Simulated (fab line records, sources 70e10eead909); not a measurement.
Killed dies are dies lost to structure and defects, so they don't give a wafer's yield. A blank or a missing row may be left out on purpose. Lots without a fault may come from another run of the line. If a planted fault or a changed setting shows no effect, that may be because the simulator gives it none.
Chamber matching || flow nandHarc || NHARC_A_CHANNEL_FILL_D2_CMP_10 on cmp-01 has 4 sister chambers
The step polishes, target thk 150 nm. 4 wafers are shown with their chamber, then 7 later ones without.

## EACH WAFER AND ITS CHAMBER
{"wafer": "L089.1", "chamber": 0, "motorCurrentA (A)": 12.8}
{"wafer": "L089.4", "chamber": 2, "motorCurrentA (A)": 12.2}
{"wafer": "L090.2", "chamber": 3, "motorCurrentA (A)": 10.1}
{"wafer": "L090.3", "chamber": 1, "motorCurrentA (A)": 12.8}

## WAFERS MISSING THEIR CHAMBER
{"wafer": "L090.6", "motorCurrentA (A)": 12.2}
{"wafer": "L091.2", "motorCurrentA (A)": 12.3}
{"wafer": "L091.3", "motorCurrentA (A)": 13.0}
{"wafer": "L091.6", "motorCurrentA (A)": 12.5}
{"wafer": "L093.2", "motorCurrentA (A)": 12.1}
{"wafer": "L093.3", "motorCurrentA (A)": 10.6}
{"wafer": "L093.5", "motorCurrentA (A)": 12.7}

## WHICH CHAMBER EACH WENT THROUGH
{"wafer": "L090.6", "from the rows above": 2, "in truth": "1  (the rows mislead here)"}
{"wafer": "L091.2", "from the rows above": "can't be placed: 2 or 0 or 1", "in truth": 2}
{"wafer": "L091.3", "from the rows above": "can't be placed: 0 or 1", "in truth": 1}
{"wafer": "L091.6", "from the rows above": "can't be placed: 0 or 1 or 2", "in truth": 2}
{"wafer": "L093.2", "from the rows above": 2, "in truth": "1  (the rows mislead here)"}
{"wafer": "L093.3", "from the rows above": 3, "in truth": 3}
{"wafer": "L093.5", "from the rows above": "can't be placed: 0 or 1 or 2", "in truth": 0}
Correct placement for 1 of the 7. Unplaceable from these rows: 4, with the true chamber sitting among the candidates in 4. Number placed wrongly: 2.
How it was worked out, from the rows above alone: a wafer's distance from a chamber is the root of the sum, over the readings, of the square of ((its reading less the chamber's mean) divided by the reading's scatter). The wafer belongs to the nearest chamber; if the next one is less than 2 further off, it can't be placed. A chamber's mean is the mean of its shown wafers. The scatter: root of mean squared gap, hidden wafer to nearest shown wafer, with one shown wafer a chamber.
